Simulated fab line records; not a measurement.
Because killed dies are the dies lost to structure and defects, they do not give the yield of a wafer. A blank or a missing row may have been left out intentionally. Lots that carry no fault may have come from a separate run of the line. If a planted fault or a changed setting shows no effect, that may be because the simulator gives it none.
Chamber matching ; flow n5_finfet ; pecvd-02 running N5_PASSIVATION_PECVD_35: 3 sister chambers
The step deposits SiNx from SiH4/NH3/N2, target thk 700 nm, time 151.3 s. 3 wafers are shown with their chamber, then 7 later ones without.

WAFERS PAIRED WITH THEIR CHAMBERS
wafer;chamber;throttle_valve_pct (%)
L914.5;2;28.9
L916.1;1;30.3
L916.2;0;30.5

WAFERS WITHOUT THEIR CHAMBER
wafer;throttle_valve_pct (%)
L916.5;30.3
L919.1;30.1
L919.2;30.3
L919.3;30.2
L920.1;28.9
L920.4;28.8
L920.5;30.4

WHICH CHAMBER EACH WENT THROUGH
wafer;from the rows above;in truth
L916.5;1;1
L919.1;1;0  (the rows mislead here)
L919.2;1;1
L919.3;1;1
L920.1;2;2
L920.4;2;2
L920.5;can't be placed: 1 or 0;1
Correct placement for 5 of the 7. These rows do not allow placing 1 (true chamber among the candidates in 1). Placed wrongly: 1.
How it was worked out, from the rows above alone: a wafer's distance from a chamber is the root of the sum, over the readings, of the square of ((its reading less the chamber's mean) divided by the reading's scatter). The wafer belongs to the nearest chamber; if the next one is less than 2 further off, it can't be placed. A chamber's mean is the mean of its shown wafers. The scatter: with one shown wafer a chamber, the root of the mean of the squares of how far each hidden wafer lies from its nearest shown one.
